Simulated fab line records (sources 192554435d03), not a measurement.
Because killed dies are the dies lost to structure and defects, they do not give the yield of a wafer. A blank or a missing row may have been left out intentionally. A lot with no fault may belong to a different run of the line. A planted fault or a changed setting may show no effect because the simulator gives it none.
Code-filled problem report in 8D (eight disciplines) form || flow n5_finfet || the parts of the form that need people (team, actions taken, sign-off) are left out

== 1. WHAT WENT WRONG ==
At N5_PASSIVATION_PROBE_49, killed_at_contacts averages 96 over 6 wafers from 2 lots, while fault-free wafers read 14, standard deviation 5.7. Relative to the usual mean, that is a shift of +14 standard deviations.
Seen first at day 16 20:48 on prober-01, wafer L278.3. The record has a number at this step for 6 wafers belonging to 2 lots. Rule for "out" (also "out of limits"): further than 4 standard deviations from the usual mean. Any other wafer with a number is counted as sound.

== 2. WHAT IT IS, AND WHAT IT ISN'T ==
{"question": "which readings at this step", "is": "killed_at_contacts", "is not": "killed_at_M0_to_M3, killed_at_M4_up, killed_at_front_end, killed_at_other, killed_open, sort_bin_8_speed"}
{"question": "which lots", "is": "L278, L279", "is not": "-"}
{"question": "which wafers of those lots", "is": "all that have a number", "is not": "-"}
{"question": "read on which tools", "is": "prober-01, prober-02", "is not": "-"}
{"question": "when", "is": "from day 16 20:48", "is not": "up to then (0 sound wafers)"}

== 3. SUSPECTS, AND WHAT RULES EACH OUT ==
Counting: a tool at any process step up to the reading remains a suspect when it ran all the lots that are out and ran no sound lot after the first of those.
- rie_diel-03 at N5_MOL_CONTACT_COAG_ETCH_48 (etches SiOC in C4F6/O2, target depth 15 nm, overetch 4.5 nm, time 17 s): kept. It ran every lot that is out, first L278 (day 8 10:30), and no sound lot after that.
After counting, what remains is rie_diel-03 at N5_MOL_CONTACT_COAG_ETCH_48.

== 4. THE CAUSE (what the simulator had put in) ==
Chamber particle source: rie_diel-03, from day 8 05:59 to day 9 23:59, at N5_MOL_CONTACT_COAG_ETCH_48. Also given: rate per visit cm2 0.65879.
After counting, this tool was the only one left.

== 5. THE EFFECT CHAIN, in route order ==
One row per reading whose mean, taken over the struck wafers that have a number, lies over 3 standard deviations from the usual. Scope: only readings with a usual standard deviation given in the record; hours: median across lots of the time from each lot's start at the first step in this table that gives one to its start at this step; sigmas: change in usual standard deviations.
{"hours": 0, "step": "N5_PASSIVATION_PROBE_49", "reading": "defect_limited_yield", "usual": "91.2 %", "on struck wafers": 85.1, "change": -6.1, "sigmas": -4.4}
{"hours": 0, "step": "N5_PASSIVATION_PROBE_49", "reading": "killed_at_contacts", "usual": 14, "on struck wafers": 96, "change": "+82", "sigmas": "+14"}
{"hours": 0, "step": "N5_PASSIVATION_PROBE_49", "reading": "killed_dies", "usual": 104, "on struck wafers": 176, "change": "+72", "sigmas": "+4.3"}
{"hours": 0, "step": "N5_PASSIVATION_PROBE_49", "reading": "sort_bin_5_function", "usual": "5.2 %", "on struck wafers": 9.6, "change": "+4.4", "sigmas": "+4.4"}
Here are the process steps it includes:
- N5_PASSIVATION_PROBE_49

== 6. HOW IT WOULD HAVE BEEN CAUGHT EARLIER ==
In this record no reading fell out of limits until day 16 20:48, 207 hours after the fault had begun at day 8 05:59.
No tool reading at N5_MOL_CONTACT_COAG_ETCH_48 that has a usual standard deviation in the record was out on any struck wafer, so an alarm limit of 4 standard deviations on those readings would not have fired.
By day 16 20:48 the whole set of lots that are out, 2 in number, had already begun N5_MOL_CONTACT_COAG_ETCH_48 on rie_diel-03. A hold on the tool at that time would have spared none of them.
